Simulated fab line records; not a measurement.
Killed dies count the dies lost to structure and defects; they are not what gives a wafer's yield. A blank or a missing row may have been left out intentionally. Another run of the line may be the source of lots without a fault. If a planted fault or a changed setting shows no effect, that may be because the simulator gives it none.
A lot that was struck, set against a sound lot	flow n5-finfet	36 out of 1938 route steps
Sound: these wafers, L541.2, L541.4, L541.6. Struck: wafers L527.4, L527.6 (left out: L527.5, a lot-mate that was not struck); the cause follows at the end.
Order at every step that has rows: each side's tool, ch and its chambers, its first start. Under that, the readings that differ: sound wafers	struck wafers	difference of the means	sigmas: that difference in standard deviations of wafers without a fault.
alike: readings with means less than 2 such deviations apart, plus words and numbers identical on both sides. not compared: withheld readings, readings lacking a value on some wafer, bounds such as >300 that could conceal the same value, and numbers that have no deviation in the record and whose values overlap.
Wherever a step has rows on one side only, a row that says differs or no value, or a row with sigmas, the two part there. Non-overlapping numbers with no deviation appear without sigmas and do not part them. Lack of a reading on every wafer of one side parts them only where that side has two or more wafers.

first, 7 steps without rows for these wafers: N5_BEOL_M4_CMP_52 (polishes, stops on SiOC, t overpolish 6.8 s, target thk 40 nm); N5_BEOL_M4_PRE_CLEAN_60 (time 15 s); N5_BEOL_M4_CO_CAP_55 (material Co, precursor CCTBA/H2, target thk 2 nm, time 102.1 s); N5_BEOL_M4_PRE_CLEAN_56 (time 15 s); N5_BEOL_M4_DEP_57 (deposits SiCN from 3MS/NH3, target thk 8 nm, time 14 s); N5_BEOL_M5_ILD_DEP_00 (deposits SiCOH lowk from DEMS/porogen, target thk 140.64 nm, time 25.9 s); N5_BEOL_M5_CURE_79 (cures SiCOH lowk, time 240 s).
N5_BEOL_M5_PECVD_70: deposits SiO2 from TEOS/O2, target thk 16 nm, time 18 s.
  sound on pecvd-03 ch 0,1,2, day 13 12:10; struck on pecvd-04 ch 1, day 10 09:23
reading	sound	struck	difference	sigmas
model.SiO2_of_BEOL_M5_PECVD_70.thk-nm (nm)	16.2 16.4 16	14.8 14.6	-1.5	
  alike: heater-power-outer-w, heater-power-w, showerhead-plenum-p-Torr, throttle-valve-pct
then, 25 steps without rows for these wafers: N5_BEOL_M5_HM_DEP_02 (deposits TiN, target thk 20 nm); N5_BEOL_M5_COAT_59 (time 60 s, resist thk 60 nm); N5_BEOL_M5_COAT_60 (time 60 s, resist thk 12 nm); N5_BEOL_M5_COAT_71 (time 60 s, resist thk 5 nm); N5_BEOL_M5_COAT_05 (resist thk 30 nm); N5_BEOL_M5_EBR_07; N5_BEOL_M5_SOFTBAKE_06 (time 60 s); N5_BEOL_M5_EXPOSE_08 (exposes mask M5, target cd 28 nm); N5_BEOL_M5_PEB_09 (peb time 60 s); N5_BEOL_M5_DEVELOP_10 (develop time 30 s); N5_BEOL_M5_DESCUM_16 (chemistry O2, time 7 s); N5_BEOL_M5_ETCH_72 (etches underlayer in N2/H2, target depth 6.5 nm, time 5.2 s); N5_BEOL_M5_ETCH_61 (etches SiARC in CF4, target depth 15.6 nm, time 26 s); N5_BEOL_M5_ETCH_62 (etches SOC in N2/H2, target depth 75 nm, overetch 15 nm, time 112.5 s); N5_BEOL_M5_STRIP_63 (strips in N2/H2); N5_BEOL_M5_STRIP_73 (strips in N2/H2); N5_BEOL_M5_STRIP_64 (strips in CF4); N5_BEOL_M5_HM_OPEN_17 (chemistry Cl2/BCl3, target TiN, target depth 20 nm, overetch 6 nm); N5_BEOL_M5_STRIP_19 (strips in O2); N5_BEOL_M5_COAT_65 (time 60 s, resist thk 60 nm); N5_BEOL_M5_COAT_66 (time 60 s, resist thk 12 nm); N5_BEOL_M5_COAT_74 (time 60 s, resist thk 5 nm); N5_BEOL_M5_COAT_22 (resist thk 30 nm); N5_BEOL_M5_EBR_24; N5_BEOL_M5_SOFTBAKE_23 (time 60 s).
N5_BEOL_M5_HM_STRIP_39: strips TiN in peroxide tin strip, target depth 25 nm, time 158 s.
  sound on wet-bench-04 ch 0,1,3, day 13 17:02; struck on wet-bench-04 ch 1,6, day 10 11:41
reading	sound	struck	difference	sigmas
model.SiO2_of_BEOL_M5_PECVD_70.thk-nm (nm)	16 16.2 16	14.6 14.4	-1.6	
  alike: bath-guard-temp-C
N5_BEOL_M5_CMP_52: polishes, stops on SiCOH lowk, t overpolish 6.9 s, target thk 62 nm.
  sound on cmp-02 ch 0,1,2, day 14 01:10; struck on cmp-02 ch 0,2, day 10 19:14
reading	sound	struck	difference	sigmas
barrier-field-endpoint-s (s)	24.5 25.1 23.8	23.1 22.7	-1.6	-3
  alike: motor-current-A, slurry-flow-ml-min
-- here the record skips 4 days between the struck wafers' starts before and after, leaving off in module BEOL_M5 and picking up in module PASSIVATION (first step shown: number 1936 of the route) --
N5_PASSIVATION_PROBE_49:
  only the struck wafers here have rows in the record (prober-01, day 14 19:26); the sound ones have none

## WHERE THEY PART
First at N5_BEOL_M5_CMP_52; last, within this record, at N5_PASSIVATION_PROBE_49.

WHY: whatever the simulator had introduced
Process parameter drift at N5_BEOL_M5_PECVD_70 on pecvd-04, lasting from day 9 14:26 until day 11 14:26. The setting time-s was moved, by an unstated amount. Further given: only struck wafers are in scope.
